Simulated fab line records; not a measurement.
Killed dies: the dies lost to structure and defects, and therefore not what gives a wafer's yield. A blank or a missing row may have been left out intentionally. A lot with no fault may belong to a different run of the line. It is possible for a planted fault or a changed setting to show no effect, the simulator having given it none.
A lot that was struck, set against a sound lot + flow n5-finfet + 44 steps out of a route of 1938
Sound: the wafers L323.1, L323.2, L323.3. Struck: wafer L335.4 (L335.3, L335.5, from the same lot, were not struck and are left out); the cause is given at the end.
For every step that has rows: the tool of each side, followed by ch and its chambers, followed by its first start. Under that, the readings that differ: sound wafers + struck wafers + difference of the means + sigmas: that difference in standard deviations of wafers without a fault.
alike: a reading whose means differ by less than 2 such deviations, as well as words and numbers matching on both sides. not compared: withheld readings; readings where some wafer has no value; bounds like >300 that might hide an equal value; numbers whose values overlap and for which the record gives no deviation.
The two part at a step that has a row with sigmas, a row that says differs or no value, or rows on one side only. When numbers do not overlap yet have no deviation, they are printed without sigmas and do not part them. A reading missing from all wafers of one side parts the sides only when that side holds two or more wafers.

first, 4 steps without rows for these wafers: N5_BEOL_M4_STRIP_36 (strips in N2/H2); N5_BEOL_M4_TRENCH_ETCH_37 (etches SiOC in C4F6/O2, target depth 55.555 nm, time 29.2 s); N5_BEOL_M4_ETCH_41 (etches SiCN in CH3F/O2, target depth 29.9 nm, time 52.5 s); N5_BEOL_M4_STRIP_97 (strips in N2/H2, time 10 s).
N5_BEOL_M4_OCD_MEAS_38:
  struck on ocd-01, day 11 03:35; sound on ocd-01, day 7 19:02
  alike: trench-depth-nm
then, 4 steps without rows for these wafers: N5_BEOL_M4_HM_STRIP_39 (strips TiN in peroxide tin strip, target depth 25 nm, time 158 s); N5_BEOL_M4_SRD_40 (time 30 s); N5_BEOL_M4_PRECLEAN_42 (cleans in residue remover, time 60 s); N5_BEOL_M4_SRD_43 (time 30 s).
N5_BEOL_M4_CD_MEAS_35: target cd 18 nm, target cd y 22.4 nm.
  struck on cd-sem-02, day 11 03:44; sound on cd-sem-01, day 7 19:11
  alike: cd-nm
then, 2 steps without rows for these wafers: N5_BEOL_M4_DEGAS_44 (time 60 s); N5_BEOL_M4_PRE_CLEAN_45 (time 30 s).
N5_BEOL_M4_ALD_84: deposits TaN, pulse time 2 s, purge time 3 s, co reactant purge time 2 s.
  sound on ald-metal-03 ch 1,2,3, day 7 19:24; struck on ald-metal-01 ch 1, day 11 04:12
  alike: chamber-pressure-Torr, heater-power-w, susceptor-temp-C
then, 4 steps without rows for these wafers: N5_BEOL_M4_SURFACE_TREAT_85; N5_BEOL_M4_CVD_47 (deposits Co from CCTBA/H2, target thk 3 nm, time 223.8 s); N5_BEOL_M4_SPUTTER_48 (material Cu, target thk 4.5 nm, time 8.29 s); N5_BEOL_M4_ANNEAL_49 (time 240 s).
N5_BEOL_M4_SPUTTER_79: material Cu, target thk 4.5 nm, time 8.29 s.
  struck on pvd-sputter-03, day 11 05:21; sound on pvd-sputter-01, day 7 20:07
| reading              | sound                | struck | difference | sigmas |
|----------------------|----------------------|--------|------------|--------|
| susceptor-temp-C (C) | -20.02 -20.03 -20.08 | -19.75 | +0.29      | +3     |
  alike: substrate-temp-c, throttle-valve-pct
N5_BEOL_M4_ANNEAL_80: time 240 s.
  struck on pvd-sputter-03, day 11 05:26; sound on pvd-sputter-01, day 7 20:12
| reading            | sound         | struck | difference | sigmas |
|--------------------|---------------|--------|------------|--------|
| heater-power-w (W) | 1026 1063 896 | 808    | -187       | -2     |
  alike: susceptor-temp-C, susceptor_temp_C_max
then, 2 steps without rows for these wafers: N5_BEOL_M4_SPUTTER_81 (material Cu, target thk 4.5 nm, time 8.29 s); N5_BEOL_M4_ANNEAL_82 (time 240 s).
N5_BEOL_M4_SPUTTER_86: material Cu, target thk 4.5 nm, time 8.29 s.
  struck on pvd-sputter-03, day 11 05:47; sound on pvd-sputter-01, day 7 20:34
  alike: substrate-temp-c, susceptor-temp-C, throttle-valve-pct
then, 2 steps without rows for these wafers: N5_BEOL_M4_ANNEAL_87 (time 240 s); N5_BEOL_M4_SPUTTER_88 (material Cu, target thk 4.5 nm, time 8.29 s).
N5_BEOL_M4_ANNEAL_89: time 240 s.
  struck on pvd-sputter-03, day 11 06:05; sound on pvd-sputter-01, day 7 20:52
  alike: heater-power-w, susceptor-temp-C, susceptor_temp_C_max
then, 4 steps without rows for these wafers: N5_BEOL_M4_SPUTTER_90 (material Cu, target thk 4.5 nm, time 8.29 s); N5_BEOL_M4_ANNEAL_91 (time 240 s); N5_BEOL_M4_SPUTTER_92 (material Cu, target thk 4.5 nm, time 8.29 s); N5_BEOL_M4_ANNEAL_93 (time 240 s).
N5_BEOL_M4_SPUTTER_94: material Cu, target thk 4.5 nm, time 8.29 s.
  struck on pvd-sputter-03, day 11 06:40; sound on pvd-sputter-01, day 7 21:26
  alike: substrate-temp-c, susceptor-temp-C, throttle-valve-pct
then, 5 steps without rows for these wafers: N5_BEOL_M4_ANNEAL_95 (time 240 s); N5_BEOL_M4_SPUTTER_96 (material Cu, target thk 4.5 nm, time 8.29 s); N5_BEOL_M4_ECD_50 (material Cu, target thk 300 nm); N5_BEOL_M4_ANNEAL_51 (time 90 s); N5_BEOL_M4_CMP_52 (polishes, stops on SiOC, t overpolish 6.8 s, target thk 40 nm).
N5_BEOL_M4_THK_MEAS_53: measures by xrf.
  struck on film-metro-01, day 11 07:53; sound on film-metro-01, day 7 22:27
  alike: M4_THK
then, 4 steps without rows for these wafers: N5_BEOL_M4_PRE_CLEAN_60 (time 15 s); N5_BEOL_M4_CO_CAP_55 (material Co, precursor CCTBA/H2, target thk 2 nm, time 102.1 s); N5_BEOL_M4_PRE_CLEAN_56 (time 15 s); N5_BEOL_M4_DEP_57 (deposits SiCN from 3MS/NH3, target thk 8 nm, time 14 s).
N5_BEOL_M4_RS_MEAS_58: the measuring method here is four-point-probe.
  struck on film-metro-02, day 11 08:09; sound on film-metro-01, day 7 22:47
  alike: M4_RS
N5_BEOL_M4_INSPECT_59: inspects for defects (darkfield).
  struck on defect-inspect-02, day 11 08:11; sound on defect-inspect-02, day 7 22:48
  alike: raw-defect-count
N5_BEOL_M4_RC_MEAS_101:
  sound on prober-02 ch 0, day 7 22:50; struck on prober-02 ch 0, day 11 08:31
| reading                | sound                 | struck   | difference | sigmas |
|------------------------|-----------------------|----------|------------|--------|
| COMB_M4_max_site (S/m) | 7.8e-11 9e-11 9.8e-11 | 1.14e-09 | +1.05e-09  | +55    |
| ION_N (uA/um)          | 678 692 700           | 659      | -31        | -2     |
| SS_N (mV/dec)          | 72.0 71.7 72.1        | 70.2     | -1.7       | -2     |
  alike: DIBL_N, DIBL_P, IOFF_N, IOFF_P, ION_P, SS_P, VT_N, VT_P
-- a jump in the record: the struck wafers' starts before and after are 5 days apart (it breaks off in module BEOL_M4 and resumes in module PASSIVATION, where the first step shown is number 1936 of the route) --
N5_PASSIVATION_PROBE_49:
  struck on prober-01, day 16 04:12; sound on prober-02, day 12 21:38
| reading                  | sound          | struck | difference | sigmas |
|--------------------------|----------------|--------|------------|--------|
| defect-limited-yield (%) | 89.2 91.5 89.9 | 85.1   | -5.1       | -4     |
| killed_at_M4_up          | 17 11 11       | 75     | +62        | +13    |
| killed-dies              | 127 100 119    | 176    | +61        | +4     |
| killed-on-rim            | 13 12 19       | 52     | +37        | +9     |
| sort_bin_4_leakage (%)   | 0 0 0          | 5.7    | +5.7       | +18    |
| sort-n-pass              | 1053 1080 1061 | 1004   | -61        | -4     |
| sort-yield-pct (%)       | 89.2 91.5 89.9 | 85.1   | -5.1       | -4     |
  alike: killed_at_M0_to_M3, killed-at-contacts, killed-at-front-end, killed-at-other, killed-open, killed-short, sort_bin_5_function, sort_bin_6_memory

WHERE THEY PART
Last at N5_PASSIVATION_PROBE_49 as far as this record goes, first at N5_BEOL_M4_SPUTTER_79.

WHY: what the simulator had put in
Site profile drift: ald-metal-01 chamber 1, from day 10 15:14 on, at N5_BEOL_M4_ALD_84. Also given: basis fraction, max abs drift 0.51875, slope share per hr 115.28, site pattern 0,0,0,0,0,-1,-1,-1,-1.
